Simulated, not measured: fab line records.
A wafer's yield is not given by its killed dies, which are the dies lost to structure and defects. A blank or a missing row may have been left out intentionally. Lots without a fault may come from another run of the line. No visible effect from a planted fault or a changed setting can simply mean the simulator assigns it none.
Chamber matching | flow n5Finfet | N5_BEOL_M11_ILD_DEP_00 on pecvd-02: 3 sister chambers
The step deposits SiCOH lowk from DEMS/porogen, target thk 308.51 nm, time 58 s. 14 wafers are shown with their chamber, then 7 later ones without.

WAFERS PAIRED WITH THEIR CHAMBERS
wafer  | chamber | throttleValvePct (%) | showerheadPlenumPTorr (Torr) | heaterPowerW (W)
L358.1 | 1       | 13.8                 | 5.727                        | 329
L358.3 | 0       | 13.5                 | 5.753                        | 392
L358.6 | 0       | 13.4                 | 5.759                        | 308
L362.1 | 0       | 13.6                 | 5.739                        | 384
L362.3 | 2       | 14.5                 | 5.744                        | 330
L362.5 | 2       | 14.2                 | 5.742                        | 342
L363.1 | 1       | 13.6                 | 5.733                        | 297
L363.5 | 2       | 14.5                 | 5.754                        | 367
L363.6 | 1       | 13.6                 | 5.727                        | 315
L365.4 | 0       | 13.5                 | 5.759                        | 368
L365.5 | 2       | 14.2                 | 5.760                        | 356
L365.6 | 1       | 13.4                 | 5.739                        | 339
L380.2 | 0       | 13.4                 | 5.750                        | 365
L380.4 | 2       | 14.9                 | 5.756                        | 403

SIGNATURES (averages over the wafers above)
reading               | chamber 0 | chamber 1 | chamber 2 | scatter within a chamber
throttleValvePct      | 13.480    | 13.600    | 14.460    | 0.2
showerheadPlenumPTorr | 5.75200   | 5.73150   | 5.75120   | 0.00748
heaterPowerW          | 363.40    | 320.00    | 359.60    | 27.7
Rule: a wafer lies at a distance from a chamber equal to the root of the sum of squares, over the readings, of (its reading less the chamber's mean, divided by the reading's scatter). If the next closest chamber is less than 2 further off than the closest, the wafer can't be placed; otherwise it belongs to the closest. The scatter is the square root of a quotient: the sum, over the shown wafers, of each reading's squared deviation from its chamber's mean, divided by wafers minus chambers.

WAFERS WHOSE CHAMBER IS MISSING
wafer  | throttleValvePct (%) | showerheadPlenumPTorr (Torr) | heaterPowerW (W)
L380.5 | 13.6                 | 5.742                        | 377
L381.1 | 13.5                 | 5.718                        | 322
L381.2 | 14.7                 | 5.759                        | 408
L381.5 | 13.6                 | 5.763                        | 375
L379.1 | 14.6                 | 5.756                        | 405
L379.2 | 13.7                 | 5.769                        | 373
L379.4 | 13.5                 | 5.726                        | 344

WHICH CHAMBER EACH ONE RAN IN
wafer  | from the rows above     | in truth
L380.5 | can't be placed: 0 or 1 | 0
L381.1 | 1                       | 1
L381.2 | 2                       | 2
L381.5 | 0                       | 0
L379.1 | 2                       | 2
L379.2 | can't be placed: 0 or 2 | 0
L379.4 | 1                       | 1
5 of 7 placed correctly. Cannot be placed on the basis of these rows: 2; the candidates contain the true chamber in 2. Wrongly placed: 0.
